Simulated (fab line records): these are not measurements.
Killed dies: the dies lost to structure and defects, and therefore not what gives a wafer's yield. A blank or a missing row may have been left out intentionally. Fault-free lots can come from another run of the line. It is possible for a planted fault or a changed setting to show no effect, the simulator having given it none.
Which tool was responsible? / flow nandHarc / 42 wafers from 14 lots sampled at 5 of the route's 1302 steps

== WHAT EACH GAUGE READ, for each wafer ==
NHARC_A_CHANNEL_FILL_D1_INSPECT_13.
lot=L781; measured=day 10 22:50; on=defectInspect-02; rawDefectCount=336 508 259
lot=L782; measured=day 11 05:40; on=defectInspect-02; rawDefectCount=452 207 285
lot=L783; measured=day 12 04:18; on=defectInspect-02; rawDefectCount=174 267 160
lot=L785; measured=day 12 12:38; on=defectInspect-01; rawDefectCount=488 683 475
lot=L787; measured=day 13 16:25; on=defectInspect-01; rawDefectCount=471 530 335
lot=L791; measured=day 15 05:08; on=defectInspect-01; rawDefectCount=528 412 745
lot=L793; measured=day 15 20:10; on=defectInspect-01; rawDefectCount=430 331 339
lot=L794; measured=day 17 00:54; on=defectInspect-02; rawDefectCount=579 296 359
lot=L796; measured=day 17 06:32; on=defectInspect-02; rawDefectCount=254 269 188
lot=L798; measured=day 18 10:38; on=defectInspect-01; rawDefectCount=190 190 193
lot=L799; measured=day 18 14:44; on=defectInspect-01; rawDefectCount=273 183 210
lot=L800; measured=day 18 14:46; on=defectInspect-02; rawDefectCount=317 517 1059
lot=L801; measured=day 19 07:28; on=defectInspect-02; rawDefectCount=310 169 177
lot=L802; measured=day 19 14:31; on=defectInspect-01; rawDefectCount=256 308 291

NHARC_A_ONON_D2_THK_MEAS_11: measures by ellipsometry.
lot=L781; measured=day 12 12:28; on=filmMetro-01; thkNm (nm)=1003 1002 1000
lot=L782; measured=day 13 04:18; on=filmMetro-01; thkNm (nm)=997 996 998
lot=L783; measured=day 13 14:32; on=filmMetro-02; thkNm (nm)=1022 1023 1022
lot=L785; measured=day 14 07:24; on=filmMetro-02; thkNm (nm)=995 994 995
lot=L787; measured=day 15 04:25; on=filmMetro-01; thkNm (nm)=1084 1012 1014 1086 1015 1012
lot=L791; measured=day 16 23:35; on=filmMetro-01; thkNm (nm)=1077 1004 1005 1075 1003 1003
lot=L793; measured=day 17 10:14; on=filmMetro-02; thkNm (nm)=1002 1003 1003
lot=L794; measured=day 18 14:34; on=filmMetro-01; thkNm (nm)=1007 1009 1010
lot=L796; measured=day 18 21:31; on=filmMetro-01; thkNm (nm)=1013 1014 1014
lot=L798; measured=day 19 23:11; on=filmMetro-01; thkNm (nm)=988 988 986
lot=L799; measured=day 19 23:40; on=filmMetro-02; thkNm (nm)=996 996 996
lot=L800; measured=day 19 23:19; on=filmMetro-01; thkNm (nm)=990 990 991
lot=L801; measured=day 20 21:53; on=filmMetro-02; thkNm (nm)=1021 1020 1021
lot=L802; measured=day 21 00:59; on=filmMetro-02; thkNm (nm)=1002 1000 1001

NHARC_A_ONON_D2_THK_MEAS_18: measures by ellipsometry.
lot=L781; measured=day 12 20:49; on=filmMetro-02; thkNm (nm)=989 992 988
lot=L782; measured=day 13 12:12; on=filmMetro-01; thkNm (nm)=1016 1015 1015
lot=L783; measured=day 13 22:20; on=filmMetro-02; thkNm (nm)=993 993 994
lot=L785; measured=day 14 15:17; on=filmMetro-01; thkNm (nm)=1015 1013 1016
lot=L787; measured=day 15 20:16; on=filmMetro-01; thkNm (nm)=998 998 1000
lot=L791; measured=day 17 10:52; on=filmMetro-01; thkNm (nm)=996 995 994
lot=L793; measured=day 17 18:10; on=filmMetro-02; thkNm (nm)=993 994 993
lot=L794; measured=day 18 23:08; on=filmMetro-01; thkNm (nm)=994 994 994
lot=L796; measured=day 19 05:16; on=filmMetro-01; thkNm (nm)=988 987 990
lot=L798; measured=day 20 07:16; on=filmMetro-02; thkNm (nm)=1002 1001 1002
lot=L799; measured=day 20 07:16; on=filmMetro-01; thkNm (nm)=1007 1009 1009
lot=L800; measured=day 20 07:31; on=filmMetro-02; thkNm (nm)=995 997 995
lot=L801; measured=day 21 06:09; on=filmMetro-02; thkNm (nm)=977 974 976
lot=L802; measured=day 21 06:09; on=filmMetro-01; thkNm (nm)=998 998 998

NHARC_A_ONON_D2_THK_MEAS_24: measures by ellipsometry.
lot=L781; measured=day 12 21:57; on=filmMetro-02; thkNm (nm)=1009 1009 1009
lot=L782; measured=day 13 13:20; on=filmMetro-01; thkNm (nm)=967 967 968
lot=L783; measured=day 13 23:28; on=filmMetro-02; thkNm (nm)=995 997 996
lot=L785; measured=day 14 16:25; on=filmMetro-02; thkNm (nm)=990 992 990
lot=L787; measured=day 15 21:24; on=filmMetro-01; thkNm (nm)=1007 1002 1006
lot=L791; measured=day 17 12:00; on=filmMetro-01; thkNm (nm)=1014 1015 1014
lot=L793; measured=day 17 19:18; on=filmMetro-02; thkNm (nm)=1005 1007 1005
lot=L794; measured=day 19 00:16; on=filmMetro-02; thkNm (nm)=1003 1004 1004
lot=L796; measured=day 19 06:24; on=filmMetro-02; thkNm (nm)=1000 996 999
lot=L798; measured=day 20 08:23; on=filmMetro-01; thkNm (nm)=985 985 985
lot=L799; measured=day 20 08:24; on=filmMetro-02; thkNm (nm)=1004 1004 1004
lot=L800; measured=day 20 08:38; on=filmMetro-01; thkNm (nm)=988 987 989
lot=L801; measured=day 21 07:17; on=filmMetro-01; thkNm (nm)=1002 1002 1004
lot=L802; measured=day 21 07:17; on=filmMetro-02; thkNm (nm)=1001 1003 1002

== WHAT TOOL EACH LOT RAN ON (gives the tool, then ch and the chambers of the sampled wafers, and finally the start) ==
lot=L781; NHARC_A_ONON_D2_DEP_09=pecvdOnon-02 ch 0, day 12 11:58
lot=L782; NHARC_A_ONON_D2_DEP_09=pecvdOnon-01 ch 0, day 13 03:54
lot=L783; NHARC_A_ONON_D2_DEP_09=pecvdOnon-02 ch 0, day 13 14:04
lot=L785; NHARC_A_ONON_D2_DEP_09=pecvdOnon-02 ch 0, day 14 06:57
lot=L787; NHARC_A_ONON_D2_DEP_09=pecvdOnon-02 ch 0, day 15 04:05
lot=L791; NHARC_A_ONON_D2_DEP_09=pecvdOnon-02 ch 0, day 16 23:05
lot=L793; NHARC_A_ONON_D2_DEP_09=pecvdOnon-03 ch 0, day 17 09:44
lot=L794; NHARC_A_ONON_D2_DEP_09=pecvdOnon-01 ch 0, day 18 14:10
lot=L796; NHARC_A_ONON_D2_DEP_09=pecvdOnon-01 ch 0, day 18 20:59
lot=L798; NHARC_A_ONON_D2_DEP_09=pecvdOnon-03 ch 0, day 19 22:40
lot=L799; NHARC_A_ONON_D2_DEP_09=pecvdOnon-02 ch 0, day 19 23:13
lot=L800; NHARC_A_ONON_D2_DEP_09=pecvdOnon-02 ch 0, day 19 22:52
lot=L801; NHARC_A_ONON_D2_DEP_09=pecvdOnon-03 ch 0, day 20 21:29
lot=L802; NHARC_A_ONON_D2_DEP_09=pecvdOnon-03 ch 0, day 21 00:31
- NHARC_A_ONON_D2_DEP_09: target thk 1000 nm.

== AS READ BY THE TOOLS THEMSELVES (means over the sampled wafers that have a number; for cases with no such wafer, the mark the record gives instead) ==
The record holds no such reading with a usual standard deviation.

== THE ANSWER, worked out from the rows above alone ==
Rule: the lots themselves supply what counts as usual. Put in order of their means at a reading, lots are off if they are a third of the lots or fewer, leave a main group of 4 or more, and stand apart from it by a gap of 3 or more times the standard deviation of the main group's means; of several such gaps the widest counts. The tables above print the reading to a certain number of digits; a main group whose means all agree to those digits is not used. A lot without any number at a reading at which 4 lots or more have one is off too. All remaining lots with rows at the step are treated as sound. The gauges are gone through in route order, then the tools' own readings, and for those a lot's mean is taken as printed above. The first step at which some lot is off is used, and at that step the reading that is off furthest; a lot without a number counts as furthest.
Nothing can be told from this: no lot is off at any reading shown.

== WHAT WAS PUT IN BY THE SIMULATOR ==
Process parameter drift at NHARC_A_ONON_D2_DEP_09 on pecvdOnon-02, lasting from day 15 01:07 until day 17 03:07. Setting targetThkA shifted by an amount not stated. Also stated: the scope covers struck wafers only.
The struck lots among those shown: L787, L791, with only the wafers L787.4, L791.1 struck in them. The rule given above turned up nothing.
